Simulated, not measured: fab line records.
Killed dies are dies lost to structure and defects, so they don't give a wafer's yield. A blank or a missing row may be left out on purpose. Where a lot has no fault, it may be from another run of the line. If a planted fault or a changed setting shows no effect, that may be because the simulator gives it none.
fab line records	flow n5Finfet
[record] lots = 6	wafers = 16	lastDay = 17
route steps=1938 shown BEOL_M0_SAQP@646 BEOL_M4@1111 PASSIVATION@1936
lots untouched by any fault: they come from a run of this same line in which no faults occurred
startH: hours from the record's first day to the start of the lot's first wafer shown	waitH: hours from the lot's prior step to this one	" unchanged from the row above	L1.1+2: a single row standing in for several wafers	- no value, or no start was given	* or withheld: withheld	< > ~ a bound
route shown NAME@n: NAME is a module with steps in the file, n the number in the route of the first one	usual: mean/standard deviation taken from wafers without a fault	same: alike in all rows	chamber/n: place in a boat	sites: the reading at each site	_std_site: how widely they spread, as a standard deviation	_edge_site: the outer-site mean with the inner-site mean subtracted	radiusMm: how far each site lies from the wafer's centre	mask NAME#n: copy n	behind: the tool/chamber that last shaped the wafer	hold: reason for holding the lot/hours on hold/outcome of the hold	device: the transistor (n, p or np) that didn't switch	end of line: the route-end tests of the same wafers	step lacking rows: just its recipe	killed: not the wafer's yield, but the dies lost to structure and defects at the first sort	map: a wafer's dies, marking killed ones x, the rest . and places with no die _
set.NAME: the setting as run; set.NAME@STEP: as run at that earlier step	model.NAME: the simulator's own value behind a step, which no gauge read
lots at selected steps of the route; one table per step, one row per wafer
services: when a tool's chamber went out of use (startH, in hours from the record's first day, below 0 if earlier), for how many hours, and the reason
[[steps]]
[step N5_BEOL_M0_SAQP_EXPOSE_11]
[recipe] maskId = M0_CORE	na = 1.35	sourceShape = dipole	sigmaInner = 0.538	sigmaOuter = 0.738	polarization = te	targetCdNm = 42	doseMj = 55
[step N5_BEOL_M0_SAQP_PEB_12]
[recipe] pebTempC = withheld	pebTimeS = 60	resist = CAR-ArF
[step N5_BEOL_M0_SAQP_DEVELOP_13]
[recipe] developTimeS = 30	developer = TMAH	resist = CAR-ArF	devTempC = 23	rinseLiquid = diw	dry = airSpin
[step N5_BEOL_M0_SAQP_CD_MEAS_14]
[recipe] targetCdNm = 42.5	landingEnergyEv = 500	detector = seInlens
[usual] cdNm = 42.45/0.29
lot.wafer	tool	chamber	startH	waitH	cdNm
L852.2	cdSem-02	0	124.72	-	42.48
L852.4	"	0	"	"	42.81
L852.6	"	0	"	"	42.57
L854.2	cdSem-03	0	140.12	-	42.70
L854.6	"	0	"	"	42.62
L858.4	cdSem-01	0	158.45	-	42.92
L858.6	"	0	"	"	42.55
L869.1	cdSem-02	0	231.26	-	42.49
L869.5	"	0	"	"	42.51
L869.6	"	0	"	"	42.56
L870.2	cdSem-03	0	237.48	-	42.47
L870.5	"	0	"	"	42.77
L870.6	"	0	"	"	42.64
L871.1	cdSem-01	0	243.08	-	42.25
L871.4	"	0	"	"	42.29
L871.5	"	0	"	"	42.20
[step N5_BEOL_M0_SAQP_OVL_MEAS_15]
[recipe] pointsPerWafer = 44
[usual] M0_CORE_OVL = -0.1/0.73
[same] pointsPerWafer = 44
lot.wafer	tool	chamber	startH	waitH	M0_CORE_OVL[nm]
L852.2	overlay-01	0	124.75	0.0	-1.3
L852.4	"	0	"	"	-0.9
L852.6	"	0	"	"	-0.9
L854.2	overlay-02	0	140.15	0.0	0.1
L854.6	"	0	"	"	0.1
L858.4	overlay-02	0	158.47	0.0	0.1
L858.6	"	0	"	"	-0.2
L869.1	overlay-01	0	231.29	0.0	-0.7
L869.5	"	0	"	"	-1.0
L869.6	"	0	"	"	-0.2
L870.2	overlay-01	0	237.51	0.0	-0.7
L870.5	"	0	"	"	-0.2
L870.6	"	0	"	"	-1.1
L871.1	overlay-01	0	243.11	0.0	-0.2
L871.4	"	0	"	"	0.1
L871.5	"	0	"	"	0.7
[step N5_BEOL_M0_SAQP_INSPECT_16]
[recipe] mode = adi	inspectInstrument = brightfield
[usual] rawDefectCount = 496/120
lot.wafer	tool	chamber	startH	waitH	rawDefectCount
L852.2	defectInspect-02	-	124.78	0.0	407
L852.4	"	-	"	"	473
L852.6	"	-	"	"	575
L854.2	defectInspect-01	-	140.18	0.0	326
L854.6	"	-	"	"	418
L858.4	defectInspect-01	-	158.50	0.0	399
L858.6	"	-	"	"	365
L869.1	defectInspect-02	-	231.31	0.0	400
L869.5	"	-	"	"	547
L869.6	"	-	"	"	546
L870.2	defectInspect-02	-	237.54	0.0	219
L870.5	"	-	"	"	312
L870.6	"	-	"	"	390
L871.1	defectInspect-01	-	243.13	0.0	516
L871.4	"	-	"	"	675
L871.5	"	-	"	"	513
[step N5_BEOL_M0_SAQP_DESCUM_19]
[recipe] chemistry = O2	timeS = 7.9	sourcePowerW = 50	biasPowerW = 20	pressureMtorr = 20	rfFrequencyHz = 2.712e+07	tempC = 40	resist = CAR-ArF	o2FlowSccm = 225
[usual] drypumpMotorCurrentA = 5.7/0.63	oesProductAu = 0.79/0.094	rfVppV = 243.2/1.6	showerheadPlenumPTorr = 2.10/0.085	tempC = 40.01/0.1	throttleValvePct = 20.39/0.21
[same] timeS = 7.9
lot.wafer	tool	chamber	startH	waitH	drypumpMotorCurrentA	oesProductAu	rfHoursCounterH	rfVppV	showerheadPlenumPTorr	tempC	throttleValvePct
L852.2	rieDiel-05	0	124.81	0.0	4.7	0.91	20	241.7	2.04	40.17	20.11
L852.4	"	3	"	"	6.8	0.79	127	241.7	2.01	39.72	20.37
L852.6	"	1	"	"	6.0	0.68	-	242.2	2.07	39.95	20.69
L854.2	rieDiel-05	1	140.29	0.1	6.1	0.69	238	242.8	2.06	39.87	20.70
L854.6	"	1	"	"	6.0	0.69	-	242.9	2.06	40.00	20.69
L858.4	rieDiel-03	0	158.62	0.1	5.4	0.71	223	242.2	2.17	40.02	20.41
L858.6	"	0	"	"	5.4	0.71	-	245.5	2.17	39.90	20.42
L869.1	rieDiel-05	3	231.35	0.0	6.8	0.76	162	241.5	1.99	40.07	20.43
L869.5	"	0	"	"	4.7	0.86	-	243.7	2.03	40.07	20.17
L869.6	"	1	"	"	6.0	0.95	-	241.6	2.06	39.92	20.39
L870.2	rieDiel-03	2	237.84	0.3	5.1	0.73	168	244.3	2.18	40.15	20.36
L870.5	"	1	"	"	5.4	0.72	-	243.2	2.17	40.00	20.35
L870.6	"	0	"	"	5.4	0.69	-	242.0	2.16	40.15	20.44
L871.1	rieDiel-05	1	243.16	0.0	6.0	0.94	13	243.1	2.06	40.17	20.38
L871.4	"	3	"	"	6.8	0.76	166	242.2	1.99	39.98	20.43
L871.5	"	1	"	"	6.0	0.94	-	242.1	2.06	40.28	20.38
[step N5_BEOL_M0_SAQP_ETCH_83]
[recipe] chemistry = CF4	target = SiARC	targetDepthA = 390	maskMaterial = CAR-ArF	timeS = 65	ionEnergyEv = 80	pressureMtorr = 40	sourceW = 545	biasW = 36	Ar_flow_sccm = 100	cf4FlowSccm = 100	ends = cleared
[usual] drypumpMotorCurrentA = 5.7/0.63	etchRfOnTimeS = 64.5/1.2	oesProductAu = 0.67/0.08	rfVppV = 184.2/1.3	showerheadPlenumPTorr = 2.15/0.08	throttleValvePct = 15.59/0.21
lot.wafer	tool	chamber	startH	waitH	drypumpMotorCurrentA	etchRfOnTimeS	oesProductAu	rfHoursCounterH	rfVppV	showerheadPlenumPTorr	throttleValvePct
L852.2	rieDiel-05	0	124.85	0.0	4.7	63.2	0.79	20	183.6	2.10	15.34
L852.4	"	3	"	"	6.8	63.5	0.68	127	183.9	2.07	15.63
L852.6	"	1	"	"	6.0	65.7	0.59	-	183.0	2.11	15.89
L854.2	rieDiel-05	1	140.32	0.0	6.0	66.2	0.58	238	183.4	2.11	15.88
L854.6	"	1	"	"	6.0	66.6	0.58	-	183.6	2.11	15.87
L858.4	rieDiel-03	0	158.65	0.0	5.3	65.3	0.60	223	183.5	2.20	15.60
L858.6	"	0	"	"	5.3	65.1	0.61	-	184.2	2.20	15.61
L869.1	rieDiel-05	3	231.38	0.0	6.8	64.4	0.65	162	182.5	2.06	15.70
L869.5	"	0	"	"	4.7	64.0	0.73	-	183.2	2.09	15.42
L869.6	"	1	"	"	6.0	64.8	0.80	-	185.7	2.10	15.43
L870.2	rieDiel-03	2	237.88	0.0	5.2	64.9	0.63	168	184.9	2.21	15.54
L870.5	"	1	"	"	5.5	63.4	0.63	-	188.4	2.21	15.53
L870.6	"	0	"	"	5.4	64.8	0.60	-	185.1	2.20	15.64
L871.1	rieDiel-05	1	243.20	0.0	6.0	65.0	0.79	13	183.4	2.10	15.45
L871.4	"	3	"	"	6.8	65.4	0.64	166	181.7	2.06	15.68
L871.5	"	1	"	"	6.0	65.1	0.79	-	184.7	2.10	15.44
[step N5_BEOL_M0_SAQP_ETCH_84]
[recipe] chemistry = N2/H2	target = SOC	targetDepthA = 1000	overetchA = 200	maskMaterial = SiARC	tempC = 40	timeS = 150	ionEnergyEv = 200	pressureMtorr = 30	sourceW = 840	biasW = 150	n2FlowSccm = 200	h2FlowSccm = 200
[usual] drypumpMotorCurrentA = 5.7/0.64	oesProductAu = 0.70/0.077	rfVppV = 524.2/2.9	showerheadPlenumPTorr = 2.55/0.1	tempC = 40.01/0.1	throttleValvePct = 17.82/0.27
[same] timeS = 150
lot.wafer	tool	chamber	startH	waitH	drypumpMotorCurrentA	oesProductAu	rfHoursCounterH	rfVppV	showerheadPlenumPTorr	tempC	throttleValvePct
L852.2	rieDiel-05	0	124.90	0.0	4.7	0.81	20	522.1	2.49	39.84	17.51
L852.4	"	3	"	"	6.8	0.71	127	521.3	2.46	40.03	17.80
L852.6	"	1	"	"	6.0	0.62	-	524.3	2.52	40.10	18.31
L854.2	rieDiel-05	1	140.37	0.0	6.0	0.62	238	522.4	2.52	39.99	18.32
L854.6	"	1	"	"	6.0	0.62	-	523.1	2.52	40.09	18.32
L858.4	rieDiel-03	0	158.70	0.0	5.4	0.64	223	526.8	2.61	39.98	17.86
L858.6	"	0	"	"	5.4	0.64	-	526.6	2.61	40.04	17.85
L869.1	rieDiel-05	3	231.43	0.0	6.8	0.68	162	520.6	2.44	40.09	17.87
L869.5	"	0	"	"	4.7	0.75	-	522.1	2.47	40.12	17.56
L869.6	"	1	"	"	6.0	0.84	-	521.6	2.51	39.87	17.95
L870.2	rieDiel-03	2	237.93	0.0	5.2	0.66	168	527.9	2.64	39.96	17.69
L870.5	"	1	"	"	5.5	0.65	-	526.4	2.63	40.07	17.73
L870.6	"	0	"	"	5.4	0.62	-	526.5	2.60	39.89	17.88
L871.1	rieDiel-05	1	243.25	0.0	6.0	0.84	13	522.2	2.51	40.09	17.94
L871.4	"	3	"	"	6.8	0.67	166	520.2	2.44	39.88	17.88
L871.5	"	1	"	"	6.1	0.83	-	522.4	2.51	39.85	17.95
[step N5_BEOL_M0_SAQP_STRIP_80]
[recipe] chemistry = N2/H2	tempC = 40	n2FlowSccm = 200	h2FlowSccm = 200	rfFrequencyHz = 6e+07
[step N5_BEOL_M0_SAQP_HM_OPEN_112]
[recipe] chemistry = CHF3/O2	target = SiO2	stopOn = a-Si	targetDepthA = 120	overEtchFrac = 1.25	maskMaterial = SOC	timeS = 13.5	pressureMtorr = 30	sourceW = 650	biasW = 170	Ar_flow_sccm = 200	CHF3_flow_sccm = 50	O2_flow_sccm = 5	ionEnergyEv = 200	ends = endPoint
[usual] O2_flow_sccm = 5.000/0.014	drypumpMotorCurrentA = 5.7/0.63	oesProductAu = 0.51/0.057	rfVppV = 523/4.8	showerheadPlenumPTorr = 2.42/0.092	throttleValvePct = 18.81/0.19
lot.wafer	tool	chamber	startH	waitH	O2_flow_sccm	drypumpMotorCurrentA	oesProductAu	rfHoursCounterH	rfVppV	showerheadPlenumPTorr	throttleValvePct
L852.2	rieDiel-05	0	125.01	0.0	4.994	4.7	0.59	21	518	2.37	18.61
L852.4	"	3	"	"	4.980	6.7	0.52	127	514	2.33	18.86
L852.6	"	1	"	"	4.994	6.0	0.46	-	530	2.37	19.07
L854.2	rieDiel-05	1	140.48	0.0	4.989	6.1	0.45	238	528	2.37	19.07
L854.6	"	1	"	"	4.993	6.0	0.45	-	529	2.37	19.07
L858.4	rieDiel-03	0	158.81	0.0	4.996	5.4	0.47	223	528	2.47	18.73
L858.6	"	0	"	"	4.987	5.4	0.46	-	528	2.47	18.74
L869.1	rieDiel-05	3	231.54	0.0	4.977	6.8	0.50	162	515	2.32	18.92
L869.5	"	0	"	"	5.015	4.7	0.55	-	519	2.35	18.67
L869.6	"	1	"	"	5.014	6.0	0.61	-	530	2.36	18.72
L870.2	rieDiel-03	2	238.03	0.0	5.009	5.1	0.49	168	521	2.49	18.76
L870.5	"	1	"	"	5.014	5.4	0.48	-	528	2.49	18.75
L870.6	"	0	"	"	5.026	5.4	0.46	-	528	2.47	18.76
L871.1	rieDiel-05	1	243.36	0.0	4.994	6.0	0.61	13	528	2.36	18.72
L871.4	"	3	"	"	5.005	6.8	0.50	166	513	2.32	18.92
L871.5	"	1	"	"	4.972	6.0	0.62	-	530	2.36	18.70
[step N5_BEOL_M0_SAQP_STRIP_113]
[recipe] chemistry = CHF3/O2	resist = SiARC	rfFrequencyHz = 6e+07
[step N5_BEOL_M0_SAQP_MANDREL_ETCH_20]
[recipe] targetDepthA = 600	chemistry = HBr/Cl2	target = a-Si	stopOn = SiNx	btTimeS = 10	maskMaterial = SOC	overEtchFrac = 0.5	timeS = 30	pressureMtorr = 10	icpW = 800	biasW = 75	HBr_flow_sccm = 150	Cl2_flow_sccm = 80	ends = endPoint
[usual] drypumpMotorCurrentA = 5.8/0.54	mfcCl2Sccm = 80.01/0.24	oesProductAu = 0.778/0.01	overEtchFrac = 0.5/0	throttleValvePct = 35.50/0.27
lot.wafer	tool	chamber	startH	waitH	drypumpMotorCurrentA	mfcCl2Sccm	oesProductAu	overEtchFrac	rfHoursCounterH	throttleValvePct
L852.2	rieSi-05	3	125.09	0.0	6.6	79.61	0.769	0.5	191	35.14
L852.4	"	0	"	"	5.7	80.36	0.781	0.5	45	35.29
L852.6	"	0	"	"	5.7	80.24	0.776	0.5	-	35.26
L854.2	rieSi-05	3	140.56	0.0	6.6	79.96	0.774	0.5	191	35.13
L854.6	"	3	"	"	6.6	80.30	0.789	0.48376	-	35.10
L858.4	rieSi-05	1	158.93	0.1	5.3	79.92	0.779	0.48376	-	35.66
L858.6	"	0	"	"	5.7	80.14	0.800	0.48376	-	35.26
L869.1	rieSi-01	3	231.62	0.0	6.3	80.13	0.774	0.5	169	35.67
L869.5	"	1	"	"	6.3	79.70	0.774	0.5	-	35.37
L869.6	"	2	"	"	6.2	79.82	0.784	0.5	-	35.48
L870.2	rieSi-01	0	238.12	0.0	6.2	80.11	0.787	0.5	17	35.86
L870.5	"	2	"	"	6.2	80.05	0.793	0.5	-	35.46
L870.6	"	3	"	"	6.3	79.98	0.773	0.5	-	35.66
L871.1	rieSi-06	3	243.44	0.0	5.8	79.85	0.780	0.5	1	35.83
L871.4	"	2	"	"	5.7	80.21	0.769	0.5	83	35.46
L871.5	"	2	"	"	5.7	79.80	0.775	0.5	-	35.46
[step N5_BEOL_M0_SAQP_STRIP_86]
[recipe] chemistry = N2/H2	powerW = 500	tempC = 40	pressureMtorr = 50	rfFrequencyHz = 6e+07	overashFraction = 0.3	biasPowerW = 28	h2Frac = 0.5	n2FlowSccm = 300	h2FlowSccm = 300
[usual] drypumpMotorCurrentA = 5.6/0.58	oesProductAu = 0.77/0.087	rfVppV = 122.0/1.5	showerheadPlenumPTorr = 3.39/0.14	tempC = 39.98/0.12	throttleValvePct = 18.9/0.42
lot.wafer	tool	chamber	startH	waitH	drypumpMotorCurrentA	oesProductAu	rfHoursCounterH	rfVppV	showerheadPlenumPTorr	tempC	throttleValvePct
L852.2	rieDiel-05	1	125.19	0.1	6.0	0.68	234	122.0	3.33	40.02	19.9
L852.4	"	3	"	"	6.8	0.79	127	120.5	3.25	39.97	18.7
L852.6	"	2	"	"	6.2	0.72	-	121.5	3.22	39.89	18.7
L854.2	rieDiel-03	0	141.09	0.5	5.4	0.72	217	123.2	3.45	39.94	19.3
L854.6	"	3	"	"	5.3	0.78	-	120.1	3.12	39.97	18.7
L858.4	rieDiel-01	2	158.99	0.0	6.4	0.75	176	125.3	3.49	40.08	19.6
L858.6	"	3	"	"	4.9	0.66	-	122.6	3.45	40.03	18.8
L869.1	rieDiel-03	3	231.73	0.1	5.2	0.76	138	120.9	3.11	39.95	18.7
L869.5	"	3	"	"	5.3	0.77	-	121.0	3.11	40.00	18.7
L869.6	"	0	"	"	5.4	0.70	-	123.6	3.43	39.96	19.4
L870.2	rieDiel-05	2	238.22	0.1	6.2	0.71	193	120.9	3.20	40.17	18.8
L870.5	"	3	"	"	6.8	0.77	-	123.6	3.23	39.92	18.8
L870.6	"	0	"	"	4.6	0.86	-	121.0	3.27	39.87	18.6
L871.1	rieDiel-05	3	243.54	0.1	6.8	0.76	166	120.5	3.23	39.90	18.8
L871.4	"	2	"	"	6.2	0.70	195	120.9	3.20	40.00	18.8
L871.5	"	0	"	"	4.7	0.85	-	122.5	3.27	39.95	18.6
[step N5_BEOL_M4_RC_MEAS_101]
[usual] DIBL_N = 36.3/1	DIBL_P = 36.2/1.4	IOFF_N = 0.157/0.021	IOFF_P = 0.206/0.025	ION_N = 673/9	ION_P = 461/6.4	SS_N = 71.5/0.5	SS_P = 73.2/0.47	VT_N = 249.9/2.4	VT_P = -250.6/2.9
lot.wafer	tool	chamber	startH	waitH	DIBL_N[mV/V]	DIBL_P[mV/V]	IOFF_N[nA/um]	IOFF_P[nA/um]	ION_N[uA/um]	ION_P[uA/um]	SS_N[mV/dec]	SS_P[mV/dec]	VT_N[mV]	VT_P[mV]
L852.2	prober-02	0	173.24	0.2	35.0	34.9	0.150	0.184	671	456	72.2	73.3	251.1	-254.3
L852.4	"	0	"	"	36.1	35.6	0.175	0.207	675	459	71.6	73.8	248.2	-252.8
L852.6	"	0	"	"	33.2	32.3	0.134	0.165	669	459	70.9	72.6	252.3	-256.9
L854.2	prober-02	0	199.80	0.2	36.6	37.1	0.158	0.208	670	457	71.3	73.6	251.4	-251.3
L854.6	"	0	"	"	35.3	36.2	0.144	0.196	661	458	70.9	73.4	251.8	-252.4
L858.4	prober-02	0	211.72	0.5	36.2	35.5	0.159	0.186	661	450	71.9	73.4	250.9	-254.0
L858.6	"	0	"	"	35.9	35.8	0.148	0.178	672	452	71.0	72.6	251.5	-255.5
L869.1	prober-01	0	287.14	0.7	35.0	35.7	0.142	0.211	672	465	71.1	73.6	251.9	-249.7
L869.5	"	0	"	"	34.8	34.8	0.135	0.197	663	460	71.2	72.9	253.0	-250.3
L869.6	"	0	"	"	34.8	35.1	0.132	0.201	666	462	71.5	73.0	251.2	-251.1
L870.2	prober-01	0	289.31	0.2	37.5	36.1	0.166	0.236	683	470	72.1	72.6	248.3	-246.5
L870.5	"	0	"	"	37.4	35.7	0.164	0.234	678	463	71.5	73.8	250.8	-245.9
L870.6	"	0	"	"	36.6	35.1	0.152	0.210	675	463	70.4	73.3	249.1	-250.4
L871.1	prober-02	0	301.67	0.0	37.1	37.4	0.172	0.208	676	463	71.5	73.3	251.2	-251.8
L871.4	"	0	"	"	36.7	36.5	0.165	0.203	674	458	71.5	73.2	250.1	-251.7
L871.5	"	0	"	"	35.8	36.0	0.148	0.184	675	456	71.2	74.2	251.8	-252.5
[step N5_PASSIVATION_PROBE_49]
[usual] defectLimitedYield = 91.1/1.3	killed_at_M0_to_M3 = 36/10	killed_at_M4_up = 14/4.4	killedAtContacts = 14/5.7	killedAtFrontEnd = 39/9.4	killedAtOther = 2.9/2.6	killedDies = 105/15	killedOpen = 70/12	killedShort = 34/7.1	sort_bin_5_function = 5.3/0.77	sort_bin_6_memory = 3.3/0.66	sortNPass = 1075/15	sortYieldPct = 91.1/1.3
[same] grossDies = 1180	killedAtBackSide = 0	sort_bin_4_leakage[%] = 0	sort_bin_8_speed[%] = 0
lot.wafer	tool	chamber	startH	waitH	defectLimitedYield[%]	killed_at_M0_to_M3	killed_at_M4_up	killedAtContacts	killedAtFrontEnd	killedAtOther	killedDies	killedOpen	killedShort	sort_bin_5_function[%]	sort_bin_6_memory[%]	sortNPass	sortYieldPct[%]
L852.2	prober-02	-	278.78	0.1	90.7	39	11	11	47	2	110	77	33	5.5	3.6	1070	90.7
L852.4	prober-02	-	278.88	0.2	90.6	45	12	6	41	7	111	75	35	5.8	3.4	1069	90.6
L852.6	prober-02	-	278.98	0.3	92.0	31	7	12	42	2	94	60	34	4.7	3.1	1086	92.0
// killed by level:class
L852.2 FIN_SAQP:geometricParticle:open=13 FIN_SAQP:geometricParticle:short=9 MOL_CONTACT_COAG:geometricParticle:open=9 BEOL_M0_SAQP:geometricParticle:open=9 BEOL_M2:geometricParticle:open=8 DUMMY_GATE:geometricParticle:open=7 BEOL_M3:geometricParticle:open=6 BEOL_M4:geometricParticle:open=6
L852.4 BEOL_M2:geometricParticle:open=12 BEOL_M0_SAQP:geometricParticle:open=9 FIN_SAQP:geometricParticle:open=6 DUMMY_GATE:geometricParticle:open=6 ILD0:geometricParticle:open=6 BEOL_M0_SAQP:geometricParticle:short=6 BEOL_M3:geometricParticle:open=6 MOL_CONTACT_COAG:geometricParticle:open=5
L852.6 MOL_CONTACT_COAG:geometricParticle:open=12 FIN_SAQP:geometricParticle:open=8 BEOL_M0_SAQP:geometricParticle:open=7 DUMMY_GATE:geometricParticle:open=5 BEOL_M3:geometricParticle:short=5 BEOL_M3:geometricParticle:open=5 FIN_SAQP:geometricParticle:short=4 DUMMY_GATE:geometricParticle:short=4
[[services]]
tool	chamber	startH	hours	kind
rieSi-06	3	101.62	9.4	repair
rieDiel-05	2	110.34	6.6	repair
rieDiel-05	-	125.78	2.8	pm
rieDiel-01	3	132.83	3.4	repair
rieDiel-03	-	137.82	2.8	pm
rieSi-05	3	158.32	2.6	repair
rieSi-05	3	170.28	-	clean
rieSi-05	3	170.28	11.6	scheduledDown
rieSi-05	3	170.28	11.6	ventCycle
rieDiel-01	0	171.33	5.5	repair
rieSi-06	3	176.42	-	clean
rieSi-06	3	176.42	19.2	scheduledDown
rieSi-06	3	176.42	19.2	ventCycle
rieSi-06	1	176.91	5.9	repair
rieDiel-01	3	177.07	-	clean
rieDiel-01	3	177.07	-	consumableReplace:focusRing
rieDiel-01	3	177.07	20.5	scheduledDown
rieDiel-05	1	180.70	-	clean
rieDiel-05	1	180.70	-	consumableReplace:focusRing
rieDiel-05	1	180.70	22.6	scheduledDown
rieDiel-05	1	180.70	22.6	ventCycle
rieSi-06	1	190.62	6.1	repair
rieDiel-01	-	202.49	2.8	pm
rieSi-05	-	238.17	0.2	repair
[[key]]
[firstSign] step = N5_BEOL_M0_SAQP_MANDREL_ETCH_20	reading = overEtchFrac	direction = down	sigmas = 99+	usual = 0.5	struck = 0.48376
effect none on later readings
metAt N5_BEOL_M0_SAQP_MANDREL_ETCH_20
struckWafers L854.6,L858.4,L858.6
onsetBetween 125.09 140.56
[fault] kind = processParameterDrift	tool = rieSi-05	chamber = -	onsetH = 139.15	steps = N5_BEOL_M0_SAQP_MANDREL_ETCH_20	channel = overEtchFrac	offset = -0.016243	shape = step	endH = 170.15	scope = struckWafersOnly	actsIn = theseRecipesOnly	stated = 0.5
